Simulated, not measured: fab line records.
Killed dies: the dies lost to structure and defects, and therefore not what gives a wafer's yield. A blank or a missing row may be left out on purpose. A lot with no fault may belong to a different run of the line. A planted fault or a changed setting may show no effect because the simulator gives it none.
A struck lot beside a sound one || flow n5-finfet || 16 steps out of a route of 1938
Sound: these wafers, L958.3, L958.4, L958.6. Wafers L947.1, L947.3, L947.4 were the ones struck. The cause comes at the end.
Each step with rows lists, per side, the tool, then ch with its chambers, then its first start. Under that, the readings that differ: sound wafers || struck wafers || difference of the means || sigmas: that difference in standard deviations of wafers without a fault.
alike: readings with means less than 2 such deviations apart, plus words and numbers identical on both sides. not compared: withheld readings, readings lacking a value on some wafer, bounds such as >300 that could conceal the same value, and numbers that have no deviation in the record and whose values overlap.
Wherever a step has rows on one side only, a row that says differs or no value, or a row with sigmas, the two part there. When numbers do not overlap yet have no deviation, they are printed without sigmas and do not part them. A reading that every wafer of one side lacks parts them only if that side has two wafers or more.

first, 7 steps without rows for these wafers: N5_BEOL_M2_COAT_76 (time 60 s, resist thk 5 nm); N5_BEOL_M2_COAT_22 (resist thk 30 nm); N5_BEOL_M2_EBR_24; N5_BEOL_M2_SOFTBAKE_23 (time 60 s); N5_BEOL_M2_EXPOSE_25 (exposes mask V1, defocus 5 nm); N5_BEOL_M2_PEB_26 (peb time 60 s); N5_BEOL_M2_DEVELOP_27 (develop time 30 s).
N5_BEOL_M2_CD_MEAS_28: target cd 26.2 nm, target cd y 24.1 nm.
  sound on cd-sem-02 ch 0, day 11 12:13; struck on cd-sem-02 ch 0, day 8 16:26
  alike: cd-nm
N5_BEOL_M2_OVL_MEAS_29:
  sound on overlay-02 ch 0, day 11 12:16; struck on overlay-02 ch 0, day 8 16:28
  alike: V1_OVL
N5_BEOL_M2_INSPECT_30: inspects for defects (brightfield).
  sound: defect-inspect-01 at day 11 12:19; struck: defect-inspect-02 at day 8 16:32
  alike: raw-defect-count
N5_BEOL_M2_DESCUM_33: chemistry O2, time 7 s.
  sound on rie-diel-05 ch 1,3, day 11 12:20; struck on rie-diel-03 ch 0,2,3, day 8 17:22
  alike: drypump-motor-current-A, oes-product-au, rf-fwd-power-W, rf-vpp-V, showerhead-plenum-p-Torr, temp-c, throttle-valve-pct
  not compared: rf-hours-counter-h
N5_BEOL_M2_ETCH_77: etches underlayer in N2/H2, target depth 6.5 nm, time 5.2 s.
  sound on rie-diel-05 ch 1,3, day 11 12:23; struck on rie-diel-03 ch 0,2,3, day 8 17:24
  alike: bias-w, drypump-motor-current-A, etch-rf-on-time-s, oes-product-au, rf-fwd-power-W, rf-vpp-V, showerhead-plenum-p-Torr, throttle-valve-pct
  not compared: rf-hours-counter-h
N5_BEOL_M2_ETCH_69: etches SiARC in CF4, target depth 15.6 nm, time 26 s.
  sound on rie-diel-05 ch 1,3, day 11 12:24; struck on rie-diel-03 ch 0,2,3, day 8 17:25
{"reading": "bias-w (W)", "sound": "36.02 36.08 36.03", "struck": "37.73 37.49 37.48", "difference": "+1.52", "sigmas": "+14"}
{"reading": "rf-vpp-V (V)", "sound": "183.9 186.0 182.9", "struck": "191.2 189.8 188.8", "difference": "+5.7", "sigmas": "+5"}
  alike: drypump-motor-current-A, etch-rf-on-time-s, oes-product-au, rf-fwd-power-W, showerhead-plenum-p-Torr, throttle-valve-pct
  not compared: rf-hours-counter-h
N5_BEOL_M2_ALD_98: deposits SiO2, target thk 2.5 nm, pulse time 1 s, co reactant pulse time 1 s.
  sound on ald-sin-02 ch 1,2,3, day 11 12:29; struck on ald-sin-02 ch 1,2,3, day 8 19:06
  alike: heater-power-w, precursor-pulse-height-rel
-- a jump in the record: the struck wafers' starts before and after are 2 days apart (it breaks off in module BEOL_M2 and resumes in module BEOL_M4, where the first step shown is number 1111 of the route) --
N5_BEOL_M4_RC_MEAS_101:
  sound on prober-01 ch 0, day 12 17:17; struck on prober-01 ch 0, day 10 20:34
{"reading": "DIBL_N (mV/V)", "sound": "36.8 37.9 40.2", "struck": "37.3 34.0 33.2", "difference": -3.5, "sigmas": -2}
  alike: DIBL_P, IOFF_N, IOFF_P, ION_N, ION_P, SS_N, SS_P, VT_N, VT_P
next, for these wafers, 1 step has no rows: N5_PASSIVATION_PROBE_49.

WHERE THEY PART
Earliest at N5_BEOL_M2_ETCH_69; latest, in this record, at N5_BEOL_M4_RC_MEAS_101.

WHY: the cause the simulator had injected
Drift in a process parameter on rie-diel-03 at N5_BEOL_M2_ETCH_69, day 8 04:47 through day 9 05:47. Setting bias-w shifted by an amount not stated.
